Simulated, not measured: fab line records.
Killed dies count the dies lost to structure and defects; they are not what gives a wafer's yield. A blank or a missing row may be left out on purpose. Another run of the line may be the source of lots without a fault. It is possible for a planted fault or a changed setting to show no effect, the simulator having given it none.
Matching of chambers | flow nandHarc | NHARC_A_ZERO_WELL_ETCH_13 on rieSi-04 has 4 sister chambers
The step etches the open film in HBr/Cl2, target depth 120 nm, time 40.1 s. 8 wafers are shown with their chamber, then 8 later ones without.

## WAFERS, EACH WITH ITS CHAMBER
wafer  | chamber | oesProductAu (a.u.) | throttleValvePct (%)
L079.2 | 1       | 1.008               | 26.398
L082.1 | 0       | 0.999               | 26.403
L082.6 | 0       | 1.009               | 26.408
L085.5 | 3       | 0.996               | 26.417
L089.1 | 1       | 0.999               | 26.398
L089.2 | 3       | 0.991               | 26.396
L089.5 | 2       | 1.017               | 26.409
L090.1 | 2       | 1.001               | 26.399

## WAFERS MISSING THEIR CHAMBER
wafer  | oesProductAu (a.u.) | throttleValvePct (%)
L090.3 | 0.991               | 26.399
L090.6 | 0.999               | 26.380
L092.1 | 1.014               | 26.414
L092.2 | 1.010               | 26.408
L092.4 | 0.997               | 26.419
L097.1 | 1.007               | 26.406
L097.3 | 1.009               | 26.395
L097.5 | 0.988               | 26.413

## WHICH CHAMBER EACH WENT THROUGH
wafer  | from the rows above               | in truth
L090.3 | can't be placed: 3 or 1 or 0 or 2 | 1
L090.6 | can't be placed: 1 or 0 or 2 or 3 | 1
L092.1 | can't be placed: 2 or 0 or 1 or 3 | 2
L092.2 | can't be placed: 2 or 0 or 1 or 3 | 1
L092.4 | can't be placed: 3 or 0 or 2 or 1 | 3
L097.1 | can't be placed: 2 or 0 or 1 or 3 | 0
L097.3 | can't be placed: 1 or 2 or 0 or 3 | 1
L097.5 | can't be placed: 3 or 0 or 1 or 2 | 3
Placed correctly: 0 of 8. From these rows, 8 cannot be placed; in 8 the true chamber is one of the candidates. Number placed wrongly: 0.
How it was worked out, from the rows above alone: a wafer's distance from a chamber is the root of the sum, over the readings, of the square of ((its reading less the chamber's mean) divided by the reading's scatter). If the next closest chamber is less than 2 further off than the closest, the wafer can't be placed; otherwise it belongs to the closest. For every chamber, the mean is computed from those of its wafers that are shown. The scatter is the square root of a quotient: the sum, over the shown wafers, of each reading's squared deviation from its chamber's mean, divided by wafers minus chambers.
